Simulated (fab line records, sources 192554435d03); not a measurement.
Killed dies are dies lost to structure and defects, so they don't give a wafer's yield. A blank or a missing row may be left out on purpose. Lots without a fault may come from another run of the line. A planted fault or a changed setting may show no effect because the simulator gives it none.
A struck lot beside a sound one | flow n5_finfet | 24 steps out of a route of 1938
Sound: wafers L852.1, L852.4, L852.6. Struck: wafers L865.1, L865.4, L865.6. The cause comes at the end.
At each step with rows: each side's tool, then ch and its chambers, then its first start. Under that, the readings that differ: sound wafers | struck wafers | difference of the means | sigmas: that difference in standard deviations of wafers without a fault.
alike: readings whose means differ by less than 2 such deviations, and words and numbers that are the same on both sides. not compared: withheld readings, readings that some wafer has no value for, bounds like >300 that may hide the same value, and numbers for which the record gives no deviation and whose values overlap.
The two part at a step that has a row with sigmas, a row that says differs or no value, or rows on one side only. Numbers that don't overlap but have no deviation are shown without sigmas and don't part them. A reading that every wafer of one side lacks parts them only if that side has two wafers or more.

N5_BEOL_M8_ETCH_62: etches SOC in N2/H2, target depth 110 nm, overetch 22 nm, time 165 s.
  sound on rie_diel-02 ch 0,1,3, day 9 15:46; struck on rie_diel-01 ch 1,3, day 13 03:08
  reading               | sound          | struck         | difference | sigmas
  oes_product_au (a.u.) | 0.58 0.57 0.61 | 0.72 0.73 0.72 | +0.14      | +2
  alike: drypump_motor_current_A, rf_vpp_V, showerhead_plenum_p_Torr, throttle_valve_pct
  not compared: rf_hours_counter_h
then, 2 steps without rows for these wafers: N5_BEOL_M8_STRIP_68 (strips in N2/H2); N5_BEOL_M8_STRIP_67 (strips in CF4).
N5_BEOL_M8_HM_OPEN_17: chemistry Cl2/BCl3, target TiN, target depth 20 nm, overetch 6 nm.
  sound on rie_metal-02 ch 0,1, day 9 15:58; struck on rie_metal-02 ch 1, day 13 03:20
  alike: bcl3_flow_sccm, drypump_motor_current_A, oes_product_au, throttle_valve_pct
  not compared: rf_hours_counter_h
N5_BEOL_M8_STRIP_19: strips in O2.
  sound on rie_diel-06 ch 1,2,3, day 9 16:04; struck on rie_diel-06 ch 1,2,3, day 13 03:26
  alike: drypump_motor_current_A, oes_product_au, rf_vpp_V, showerhead_plenum_p_Torr, throttle_valve_pct
  not compared: rf_hours_counter_h
N5_BEOL_M8_CD_MEAS_18: pitch 80 nm, target cd 40 nm.
  sound on cd_sem-02, day 9 16:08; struck on cd_sem-03, day 13 03:31
  alike: cd_nm
then, 6 steps without rows for these wafers: N5_BEOL_M8_COAT_63 (time 60 s, resist thk 60 nm); N5_BEOL_M8_COAT_64 (time 60 s, resist thk 12 nm); N5_BEOL_M8_COAT_71 (time 60 s, resist thk 5 nm); N5_BEOL_M8_COAT_22 (resist thk 30 nm); N5_BEOL_M8_EBR_24; N5_BEOL_M8_SOFTBAKE_23 (time 60 s).
N5_BEOL_M8_EXPOSE_25: exposes mask V7, target cd 40 nm.
  sound on euv_scanner-02 ch 0, day 9 16:34; struck on euv_scanner-02 ch 0, day 13 05:10
  reading              | sound             | struck            | difference | sigmas
  exposure_dose_mJ_cm2 | 42.42 42.52 42.51 | 43.35 43.35 43.36 | +0.87      | +19
  alike: mask, reticle_temp_C
then, 2 steps without rows for these wafers: N5_BEOL_M8_PEB_26 (peb time 60 s); N5_BEOL_M8_DEVELOP_27 (develop time 30 s).
N5_BEOL_M8_CD_MEAS_28: target cd 40 nm.
  sound on cd_sem-03 ch 0, day 9 16:43; struck on cd_sem-03 ch 0, day 13 05:18
  alike: cd_nm
N5_BEOL_M8_OVL_MEAS_29:
  sound on overlay-01 ch 0, day 9 16:44; struck on overlay-02 ch 0, day 13 05:20
  alike: V7_OVL
N5_BEOL_M8_INSPECT_30: inspects for defects (brightfield).
  sound on defect_inspect-02, day 9 16:47; struck on defect_inspect-01, day 13 05:23
  alike: raw_defect_count
N5_BEOL_M8_DESCUM_33: chemistry O2, time 7 s.
  sound on rie_diel-01 ch 0,1,2, day 9 16:50; struck on rie_diel-01 ch 0,2,3, day 13 05:30
  reading                  | sound        | struck         | difference | sigmas
  model.BEOL_M8.cd_nm (nm) | 39.8 39.8 40 | 40.6 40.4 40.4 | +0.6       |
  alike: drypump_motor_current_A, oes_product_au, rf_vpp_V, showerhead_plenum_p_Torr, throttle_valve_pct
  not compared: rf_hours_counter_h
N5_BEOL_M8_ETCH_72: etches underlayer in N2/H2, target depth 6.5 nm, time 5.2 s.
  sound on rie_diel-01 ch 0,1,2, day 9 16:52; struck on rie_diel-01 ch 0,2,3, day 13 05:32
  alike: drypump_motor_current_A, etch_rf_on_time_s, oes_product_au, rf_vpp_V, showerhead_plenum_p_Torr, throttle_valve_pct
  not compared: rf_hours_counter_h
N5_BEOL_M8_ETCH_65: etches SiARC in CF4, target depth 15.6 nm, time 26 s.
  sound on rie_diel-01 ch 0,1,2, day 9 16:53; struck on rie_diel-01 ch 0,2,3, day 13 05:33
  alike: drypump_motor_current_A, etch_rf_on_time_s, oes_product_au, rf_vpp_V, showerhead_plenum_p_Torr, throttle_valve_pct
  not compared: rf_hours_counter_h
N5_BEOL_M8_ETCH_66: etches SOC in N2/H2, target depth 80 nm, overetch 16 nm, time 120 s.
  sound on rie_diel-01 ch 0,1,2, day 9 16:55; struck on rie_diel-01 ch 0,2,3, day 13 05:35
  alike: drypump_motor_current_A, oes_product_au, rf_vpp_V, showerhead_plenum_p_Torr, throttle_valve_pct
  not compared: rf_hours_counter_h, model.BEOL_M8.cd_nm
then, 1 step without rows for these wafers: N5_BEOL_M8_STRIP_69 (strips in N2/H2).
-- the record jumps here: 3 days lie between the struck wafers' starts before and after (it left off in module BEOL_M8 and takes up again in module PASSIVATION, whose first step shown is number 1936 of the route) --
N5_PASSIVATION_PROBE_49:
  sound on prober-01, day 13 01:52; struck on prober-02, day 15 23:11
  alike: defect_limited_yield, killed_at_M0_to_M3, killed_at_M4_up, killed_at_contacts, killed_at_front_end, killed_at_other, killed_dies, killed_open, killed_short, sort_bin_5_function, sort_bin_6_memory, sort_n_pass, sort_yield_pct

WHERE THEY PART
First at N5_BEOL_M8_ETCH_62; last, within this record, at N5_BEOL_M8_EXPOSE_25. Later steps at which nothing parts them and some readings are alike: N5_BEOL_M8_CD_MEAS_28, N5_BEOL_M8_OVL_MEAS_29, N5_BEOL_M8_INSPECT_30, N5_BEOL_M8_DESCUM_33, N5_BEOL_M8_ETCH_72, N5_BEOL_M8_ETCH_65, N5_BEOL_M8_ETCH_66, N5_PASSIVATION_PROBE_49.

WHY: what the simulator had put in
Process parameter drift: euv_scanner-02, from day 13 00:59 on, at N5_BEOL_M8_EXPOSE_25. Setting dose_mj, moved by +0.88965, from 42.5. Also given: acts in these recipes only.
